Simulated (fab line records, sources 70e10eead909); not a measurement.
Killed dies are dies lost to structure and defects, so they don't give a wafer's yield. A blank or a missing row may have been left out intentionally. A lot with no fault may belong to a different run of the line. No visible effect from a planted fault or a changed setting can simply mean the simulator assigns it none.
Problem report in the 8D (eight disciplines) form, filled by code / flow nandHarc / the parts of the form that need people (team, actions taken, sign-off) are left out

## 1. THE ISSUE
killedAtPeriphery at NHARC_END_SORT_01 reads a mean of 658.5 on 2 wafers of 2 lots; wafers without a fault read 3.2 with a standard deviation of 2.3. So: +99 or more standard deviations from the usual mean.
Earliest sighting: wafer L812.1 on prober-02 at day 22 10:04. Wafers with a number at this step in the record: 6, from 2 lots. Rule for "out", or "out of limits": more than 4 standard deviations from the usual mean. The rest of the wafers with a number are treated as sound.

## 2. WHAT IT IS, WHAT IT ISN'T
question=which readings at this step | is=killedAtPeriphery, killedDies | is not=killedAtArray, killedAtOther, killedOpen, killedShort
question=which lots | is=L812, L815 | is not=-
question=which wafers of those lots | is=L812.1, L815.6 | is not=L812.4, L812.6, L815.3, L815.5
question=read on which gauges | is=prober-02 | is not=-
question=when | is=from day 22 10:04 | is not=up to then (0 sound wafers); but 4 sound wafers of L812, L815 came after

## 3. THE SUSPECTS, EACH WITH WHAT RULES IT OUT
Counting: any tool at a process step up to the reading remains a suspect provided it ran every lot that is out. Sound lots after the first of them don't rule it out here, since some wafers of a struck lot are sound.
- the gauge at NHARC_END_SORT_01: ruled out. All the wafers that are out were read on prober-02, but those of them that NHARC_P_CONTACT_ETCH_36 has rows for are out there too, on other tools.
- rieDiel-12 at NHARC_P_CONTACT_ETCH_36 (etches the open film in N2/H2, target depth 260 nm, time 406.25 s): kept. It ran every lot that is out, first L812 (day 8 21:20). Out on those wafers are its own readings of runLengthS.
- rieDiel-08 at NHARC_P_CONTACT_STRIP_28 (strips in O2): kept. It ran every lot that is out, first L812 (day 8 22:07).
- In rieDiel-12 at NHARC_P_CONTACT_ETCH_36, the wafers that are out were processed in chamber 0 and their sound lot-mates in chambers 1, 2, 3.
The count leaves rieDiel-08 at NHARC_P_CONTACT_STRIP_28 and rieDiel-12 at NHARC_P_CONTACT_ETCH_36.

## 4. THE CAUSE (what the simulator had put in)
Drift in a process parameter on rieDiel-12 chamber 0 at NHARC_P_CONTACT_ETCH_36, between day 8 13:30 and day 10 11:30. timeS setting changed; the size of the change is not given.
This tool is one of the 2 suspects left after counting.

## 5. SEQUENCE OF EFFECTS, ordered by route
One row per reading whose mean, taken over the struck wafers that have a number, lies over 3 standard deviations from the usual. Only readings for which the record gives a usual standard deviation are gone through. hours: the time from each lot's start at the first step in this table that gives one to its start at this step, as a median over the lots. sigmas: the change in usual standard deviations.
hours=0; step=NHARC_P_CONTACT_ETCH_36; reading=runLengthS; usual=427.6 s; on struck wafers=303.7; change=-123.9; sigmas=-99 or more
hours=333; step=NHARC_END_SORT_01; reading=killedAtPeriphery; usual=3.2; on struck wafers=658.5; change=+655.3; sigmas=+99 or more
hours=333; step=NHARC_END_SORT_01; reading=killedDies; usual=30; on struck wafers=677; change=+647; sigmas=+71
Its process steps:
- NHARC_P_CONTACT_ETCH_36: etches the open film in N2/H2, target depth 260 nm, time 406.25 s.

## 6. HOW IT WOULD HAVE BEEN CAUGHT EARLIER
In this record the first reading out of limits at a measuring or inspecting step was taken at day 22 10:04, 333 hours after the fault began at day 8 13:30.
Tool's own readings at NHARC_P_CONTACT_ETCH_36, runLengthS: out on all struck wafers the step has rows for; an alarm limit on them would have tripped on the first.
All the lots that are out (2) had begun NHARC_P_CONTACT_ETCH_36 on rieDiel-12 by day 22 10:04. Had the tool been put on hold then, not one of them would have been saved.
